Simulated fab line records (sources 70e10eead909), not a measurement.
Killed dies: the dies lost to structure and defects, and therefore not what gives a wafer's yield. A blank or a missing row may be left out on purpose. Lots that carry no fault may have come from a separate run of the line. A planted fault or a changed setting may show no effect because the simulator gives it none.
Comparing a struck lot with a sound one :: flow nand_harc :: 42 out of 1302 route steps
Sound: wafers L735.2, L735.4, L735.6. Struck: wafer L742.3 (left out: L742.1, L742.6 of the same lot, which were not struck); the cause appears at the end.
At each step with rows: each side's tool, then ch and its chambers, then its first start. Under that, the readings that differ: sound wafers :: struck wafers :: difference of the means :: sigmas: that difference in standard deviations of wafers without a fault.
alike: a reading whose means differ by less than 2 such deviations, as well as words and numbers matching on both sides. not compared: withheld readings; readings where some wafer has no value; bounds like >300 that might hide an equal value; numbers whose values overlap and for which the record gives no deviation.
Wherever a step has rows on one side only, a row that says differs or no value, or a row with sigmas, the two part there. Numbers that don't overlap but have no deviation are shown without sigmas and don't part them. Lack of a reading on every wafer of one side parts them only where that side has two or more wafers.

first, 4 steps without rows for these wafers: NHARC_THIN_TSV_EBR_08; NHARC_THIN_TSV_EXPOSE_09 (exposes mask TSV); NHARC_THIN_TSV_PEB_10 (peb time 85 s); NHARC_THIN_TSV_DEVELOP_11 (time 70 s).
NHARC_THIN_TSV_CD_MEAS_12: target cd 1000 nm.
  sound on cd_sem-02 ch 0, day 24 21:31; struck on cd_sem-02 ch 0, day 28 14:07
  alike: cd_nm
then, 3 steps without rows for these wafers: NHARC_THIN_TSV_HARDBAKE_13 (time 80 s); NHARC_THIN_TSV_DESCUM_14 (chemistry O2, time 3 s); NHARC_THIN_TSV_ETCH_44 (etches the open film in CF4/O2, target depth 1594.2 nm, time 797.1 s).
NHARC_THIN_TSV_ETCH_15: target depth 3000 nm, bosch target overetch cycles 2, bosch etch step 2.8 s.
  sound on rie_si-04 ch 1,2, day 24 22:21; struck on rie_si-02 ch 3, day 28 14:56
  alike: drypump_motor_current_A
  not compared: rf_hours_counter_h
NHARC_THIN_TSV_CD_MEAS_16:
  sound: cd_sem-03 at day 24 22:30; struck: cd_sem-01 at day 28 15:06
  alike: cd_nm
then, 2 steps without rows for these wafers: NHARC_THIN_TSV_STRIP_45 (strips in O2); NHARC_THIN_TSV_STRIP_46 (strips in post etch residue remover, time 1200 s).
NHARC_THIN_TSV_DEP_47: deposits SiO2, target thk 200 nm.
  sound on pecvd-03 ch 1,2, day 24 23:26; struck on pecvd-04 ch 0, day 28 16:01
  alike: throttle_valve_pct
then, 5 steps without rows for these wafers: NHARC_THIN_TSV_ETCHBACK_48 (etches the open film in C4F8/Ar, target depth 1028.5 nm, time 405.17 s); NHARC_THIN_TSV_STRIP_62 (strips in N2/H2, time 20 s); NHARC_THIN_TSV_DEGAS_49 (time 120 s); NHARC_THIN_TSV_PRE_CLEAN_50 (time 30 s); NHARC_THIN_TSV_PVD_19 (deposits TaN, target thk 20 nm).
NHARC_THIN_TSV_PVD_51: deposits Cu, target thk 100 nm.
  sound on pvd_sputter-01; struck on pvd_sputter-01
  alike: throttle_valve_pct
then, 1 step without rows for these wafers: NHARC_THIN_TSV_ECD_20 (material Cu, target thk 2000 nm).
NHARC_THIN_TSV_ANNEAL_52: time 90 s.
  sound on rtp_anneal-01 ch 0, day 25 01:40; struck on rtp_anneal-02 ch 0, day 28 18:05
reading: wafer_temp_C_max
sound: 225.94 226.15 225.99
struck: 225.38
difference: -0.65
sigmas: -2
then, 3 steps without rows for these wafers: NHARC_THIN_TSV_CMP_21 (polishes, t overpolish 30 s, target thk 2000 nm); NHARC_THIN_TSV_SRD_23; NHARC_THIN_TSV_DEGAS_53 (time 60 s).
NHARC_THIN_TSV_PRE_CLEAN_54: time 30 s.
  sound: pvd_sputter-01 at day 25 02:31; struck: pvd_sputter-02 at day 28 18:57
  alike: heater_power_w
then, 10 steps without rows for these wafers: NHARC_THIN_TSV_PVD_55 (deposits TiN, target thk 50 nm); NHARC_THIN_TSV_PVD_24 (deposits Al, target thk 800 nm); NHARC_THIN_TSV_DEHYDRATE_25 (time 120 s); NHARC_THIN_TSV_HMDS_26 (time 30 s); NHARC_THIN_TSV_COAT_27; NHARC_THIN_TSV_SOFTBAKE_28 (time 95 s); NHARC_THIN_TSV_EBR_29; NHARC_THIN_TSV_EXPOSE_30 (exposes mask PAD); NHARC_THIN_TSV_PEB_31 (peb time 85 s); NHARC_THIN_TSV_DEVELOP_32 (time 70 s).
NHARC_THIN_TSV_CD_MEAS_33: target cd 5000 nm.
  sound on cd_sem-02 ch 0, day 25 03:35; struck on cd_sem-03 ch 0, day 28 19:54
  alike: cd_nm
then, 3 steps without rows for these wafers: NHARC_THIN_TSV_HARDBAKE_34 (time 80 s); NHARC_THIN_TSV_DESCUM_35 (chemistry O2, time 3 s); NHARC_THIN_TSV_ETCH_59 (etches the open film in Cl2/BCl3, target depth 880 nm, time 138.1 s).
NHARC_THIN_TSV_ETCH_36: etches the open film in Cl2/BCl3, target depth 65 nm, time 18.571 s.
  sound on rie_metal-03 ch 0,1, day 25 04:09; struck on rie_metal-01 ch 0, day 28 20:27
  alike: drypump_motor_current_A, oes_product_au
  not compared: rf_hours_counter_h
then, 1 step without rows for these wafers: NHARC_THIN_TSV_STRIP_56 (strips in O2).
NHARC_END_SORT_01:
  here the record holds rows for the struck wafers (prober-02 ch 0, day 29 13:28) but none for the sound ones

WHERE THEY PART
First at NHARC_THIN_TSV_ANNEAL_52; last, within this record, at NHARC_END_SORT_01.

WHY: whatever the simulator had introduced
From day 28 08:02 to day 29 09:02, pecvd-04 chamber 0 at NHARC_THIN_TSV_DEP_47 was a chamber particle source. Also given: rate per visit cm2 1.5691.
